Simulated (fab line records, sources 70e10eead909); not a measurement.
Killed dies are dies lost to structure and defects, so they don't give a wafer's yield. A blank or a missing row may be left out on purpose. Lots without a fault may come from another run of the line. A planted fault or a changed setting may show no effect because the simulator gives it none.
Which tool did it? | flow nand_harc | 24 lots, 72 wafers sampled, at 4 steps of a route of 1302

WHAT THE GAUGES READ, wafer by wafer
NHARC_A_SIN_REMOVE_INSPECT_04.
lot  | measured     | on                | raw_defect_count
L075 | day 20 03:06 | defect_inspect-01 | 334 387 404
L074 | day 20 17:29 | defect_inspect-01 | 276 335 278
L076 | day 21 03:51 | defect_inspect-02 | 283 394 316
L077 | day 21 12:03 | defect_inspect-01 | 401 360 391
L079 | day 21 20:23 | defect_inspect-01 | 395 436 414
L078 | day 21 20:24 | defect_inspect-02 | 389 504 441
L081 | day 23 09:32 | defect_inspect-02 | 475 365 475
L082 | day 23 09:32 | defect_inspect-01 | 344 302 424
L080 | day 23 14:13 | defect_inspect-02 | 372 390 402
L083 | day 23 18:54 | defect_inspect-01 | 437 400 356
L084 | day 25 05:19 | defect_inspect-01 | 356 307 342
L085 | day 25 13:50 | defect_inspect-01 | 404 527 518
L087 | day 25 13:50 | defect_inspect-01 | 271 342 319
L086 | day 25 17:41 | defect_inspect-01 | 620 516 374
L089 | day 26 05:44 | defect_inspect-02 | 392 397 383
L088 | day 26 10:44 | defect_inspect-02 | 291 281 277
L092 | day 26 21:40 | defect_inspect-02 | 470 453 419
L090 | day 27 01:30 | defect_inspect-01 | 424 422 318
L091 | day 27 10:25 | defect_inspect-02 | 400 423 320
L093 | day 28 16:55 | defect_inspect-02 | 285 328 311
L095 | day 28 23:50 | defect_inspect-02 | 506 400 362
L094 | day 29 04:15 | defect_inspect-02 | 370 332 458
L097 | day 29 04:16 | defect_inspect-01 | 341 398 468
L096 | day 29 19:17 | defect_inspect-01 | 314 399 466

WHICH TOOL RAN EACH LOT (tool, then ch and the chambers of the sampled wafers, then the start)
lot  | NHARC_A_SLIT_DEP_23             | NHARC_A_SLIT_ETCH_17             | NHARC_A_SLIT_ETCH_26
L075 | pecvd-02 ch 0,1,2, day 19 13:11 | har_etch-02 ch 0,1, day 19 15:18 | har_etch-02 ch 0,1, day 19 18:56
L074 | pecvd-03 ch 0,1,2, day 20 03:37 | har_etch-02 ch 0,1, day 20 06:20 | har_etch-02 ch 0,1, day 20 09:28
L076 | pecvd-01 ch 1,2, day 20 14:04   | har_etch-02 ch 0,1, day 20 16:46 | har_etch-02 ch 0,1, day 20 19:50
L077 | pecvd-02 ch 1,2, day 20 22:08   | har_etch-01 ch 1, day 21 01:03   | har_etch-01 ch 1, day 21 04:04
L079 | pecvd-01 ch 1,2, day 21 06:44   | har_etch-02 ch 0, day 21 09:20   | har_etch-02 ch 0, day 21 12:25
L078 | pecvd-03 ch 1,2, day 21 06:48   | har_etch-01 ch 0,1, day 21 10:06 | har_etch-01 ch 0,1, day 21 12:34
L081 | pecvd-01 ch 0,2, day 22 19:46   | har_etch-01 ch 0,1, day 22 21:53 | har_etch-01 ch 0,1, day 23 01:27
L082 | pecvd-02 ch 0,1,2, day 22 20:13 | har_etch-02 ch 0,1, day 22 22:20 | har_etch-02 ch 0,1, day 23 02:01
L080 | pecvd-02 ch 0,1,2, day 22 21:11 | har_etch-01 ch 0,1, day 23 01:38 | har_etch-01 ch 0,1, day 23 05:17
L083 | pecvd-03 ch 1,2, day 23 05:10   | har_etch-01 ch 0,1, day 23 07:14 | har_etch-01 ch 0,1, day 23 10:52
L084 | pecvd-01 ch 0,1,2, day 24 15:38 | har_etch-01 ch 0,1, day 24 19:22 | har_etch-01 ch 0,1, day 24 21:17
L085 | pecvd-01 ch 0,1, day 24 23:56   | har_etch-01 ch 0,1, day 25 02:10 | har_etch-01 ch 0,1, day 25 05:47
L087 | pecvd-02 ch 1,2, day 25 01:04   | har_etch-02 ch 0,1, day 25 03:43 | har_etch-02 ch 0,1, day 25 06:45
L086 | pecvd-02 ch 0,1, day 25 02:02   | har_etch-01 ch 1, day 25 06:35   | har_etch-01 ch 1, day 25 09:40
L089 | pecvd-03 ch 1,2, day 25 14:50   | har_etch-01 ch 0,1, day 25 18:43 | har_etch-01 ch 0,1, day 25 21:46
L088 | pecvd-01 ch 0,1, day 25 20:38   | har_etch-02 ch 0,1, day 26 00:13 | har_etch-02 ch 0,1, day 26 02:40
L092 | pecvd-01 ch 0,1,2, day 26 07:51 | har_etch-01 ch 0,1, day 26 10:29 | har_etch-01 ch 0,1, day 26 13:37
L090 | pecvd-03 ch 1,2, day 26 08:26   | har_etch-02 ch 0,1, day 26 14:19 | har_etch-02 ch 0,1, day 26 17:22
L091 | pecvd-03 ch 1,2, day 26 20:43   | har_etch-01 ch 0,1, day 26 22:47 | har_etch-01 ch 0,1, day 27 02:24
L093 | pecvd-02 ch 1,2, day 28 02:59   | har_etch-02 ch 1, day 28 05:10   | har_etch-02 ch 1, day 28 08:50
L095 | pecvd-01 ch 1,2, day 28 09:43   | har_etch-02 ch 0,1, day 28 12:26 | har_etch-02 ch 0,1, day 28 15:31
L094 | pecvd-03 ch 1,2, day 28 14:34   | har_etch-02 ch 0,1, day 28 16:41 | har_etch-02 ch 0,1, day 28 20:17
L097 | pecvd-03 ch 1,2, day 28 14:48   | har_etch-01 ch 0,1, day 28 18:36 | har_etch-01 ch 0,1, day 28 21:04
L096 | pecvd-03 ch 0,2, day 29 05:37   | har_etch-01 ch 0,1, day 29 08:10 | har_etch-01 ch 0,1, day 29 11:13
- NHARC_A_SLIT_DEP_23: deposits SiON, target thk 100 nm.
- NHARC_A_SLIT_ETCH_17: etches the open film in C4F8/O2/Ar, time 4254.5 s, target depth 20300 nm.
- NHARC_A_SLIT_ETCH_26: etches the open film in C4F8/O2/Ar, time 90 s, target depth 400 nm.

WHAT THE TOOLS THEMSELVES READ (means of the sampled wafers that have a number; where no wafer has one, the mark that the record gives instead)
NHARC_A_SLIT_DEP_23.
lot  | tool     | heater_power_w (W)
L075 | pecvd-02 | 783
L074 | pecvd-03 | 751
L076 | pecvd-01 | 843
L077 | pecvd-02 | 749
L079 | pecvd-01 | 817
L078 | pecvd-03 | 650
L081 | pecvd-01 | 885
L082 | pecvd-02 | 819
L080 | pecvd-02 | 808
L083 | pecvd-03 | 653
L084 | pecvd-01 | 776
L085 | pecvd-01 | 743
L087 | pecvd-02 | 752
L086 | pecvd-02 | 796
L089 | pecvd-03 | 644
L088 | pecvd-01 | 748
L092 | pecvd-01 | 791
L090 | pecvd-03 | 618
L091 | pecvd-03 | 667
L093 | pecvd-02 | 768
L095 | pecvd-01 | 861
L094 | pecvd-03 | 631
L097 | pecvd-03 | 662
L096 | pecvd-03 | 709

NHARC_A_SLIT_ETCH_17.
lot  | tool        | drypump_motor_current_A (A) | showerhead_plenum_p_Torr (Torr) | throttle_valve_pct (%)
L075 | har_etch-02 | 6.0                         | 3.67                            | 32.047
L074 | har_etch-02 | 5.6                         | 3.63                            | 32.056
L076 | har_etch-02 | 5.6                         | 3.63                            | 32.053
L077 | har_etch-01 | 6.2                         | 3.64                            | 32.046
L079 | har_etch-02 | 5.2                         | 3.59                            | 32.051
L078 | har_etch-01 | 6.0                         | 3.59                            | 32.040
L081 | har_etch-01 | 6.0                         | 3.58                            | 32.047
L082 | har_etch-02 | 6.0                         | 3.65                            | 32.049
L080 | har_etch-01 | 5.9                         | 3.53                            | 32.039
L083 | har_etch-01 | 5.9                         | 3.53                            | 32.045
L084 | har_etch-01 | 5.9                         | 3.52                            | 32.046
L085 | har_etch-01 | 6.0                         | 3.56                            | 32.039
L087 | har_etch-02 | 6.0                         | 3.63                            | 32.038
L086 | har_etch-01 | 6.2                         | 3.61                            | 32.051
L089 | har_etch-01 | 5.9                         | 3.51                            | 32.043
L088 | har_etch-02 | 6.0                         | 3.62                            | 32.046
L092 | har_etch-01 | 5.9                         | 3.51                            | 32.064
L090 | har_etch-02 | 6.0                         | 3.62                            | 32.052
L091 | har_etch-01 | 6.0                         | 3.55                            | 32.051
L093 | har_etch-02 | 6.4                         | 3.64                            | 32.041
L095 | har_etch-02 | 6.0                         | 3.60                            | 32.040
L094 | har_etch-02 | 6.0                         | 3.60                            | 32.058
L097 | har_etch-01 | 5.9                         | 3.49                            | 32.036
L096 | har_etch-01 | 5.9                         | 3.49                            | 32.042

NHARC_A_SLIT_ETCH_26.
lot  | tool        | drypump_motor_current_A (A) | showerhead_plenum_p_Torr (Torr) | throttle_valve_pct (%)
L075 | har_etch-02 | 6.0                         | 3.70                            | 27.615
L074 | har_etch-02 | 5.6                         | 3.66                            | 27.619
L076 | har_etch-02 | 5.6                         | 3.66                            | 27.630
L077 | har_etch-01 | 6.2                         | 3.67                            | 27.618
L079 | har_etch-02 | 5.2                         | 3.62                            | 27.618
L078 | har_etch-01 | 6.0                         | 3.62                            | 27.628
L081 | har_etch-01 | 6.0                         | 3.61                            | 27.616
L082 | har_etch-02 | 6.0                         | 3.68                            | 27.609
L080 | har_etch-01 | 5.9                         | 3.56                            | 27.614
L083 | har_etch-01 | 5.9                         | 3.56                            | 27.631
L084 | har_etch-01 | 5.9                         | 3.55                            | 27.631
L085 | har_etch-01 | 6.0                         | 3.59                            | 27.625
L087 | har_etch-02 | 6.1                         | 3.66                            | 27.625
L086 | har_etch-01 | 6.2                         | 3.64                            | 27.626
L089 | har_etch-01 | 5.9                         | 3.54                            | 27.613
L088 | har_etch-02 | 6.0                         | 3.65                            | 27.619
L092 | har_etch-01 | 5.9                         | 3.54                            | 27.619
L090 | har_etch-02 | 6.1                         | 3.65                            | 27.621
L091 | har_etch-01 | 6.0                         | 3.58                            | 27.617
L093 | har_etch-02 | 6.5                         | 3.67                            | 27.609
L095 | har_etch-02 | 6.1                         | 3.63                            | 27.617
L094 | har_etch-02 | 6.0                         | 3.63                            | 27.610
L097 | har_etch-01 | 5.9                         | 3.52                            | 27.623
L096 | har_etch-01 | 5.9                         | 3.52                            | 27.620

THE ANSWER, worked out from the rows above alone
Rule: what is usual is taken from the lots themselves. Put in order of their means at a reading, lots are off if they are a third of the lots or fewer, leave a main group of 4 or more, and stand apart from it by a gap of 3 or more times the standard deviation of the main group's means; of several such gaps the widest counts. A main group whose means are all the same, to the digits that the tables above print for the reading, isn't used. A lot without any number at a reading at which 4 lots or more have one is off too. The other lots that the step has rows for count as sound. The gauges are gone through in route order, then the tools' own readings, and for those a lot's mean is taken as printed above. The first step at which some lot is off is used, and at that step the reading that is off furthest; a lot without a number counts as furthest.
No lot is off at any reading shown: from this, nothing can be told.

WHAT THE SIMULATOR HAD PUT IN
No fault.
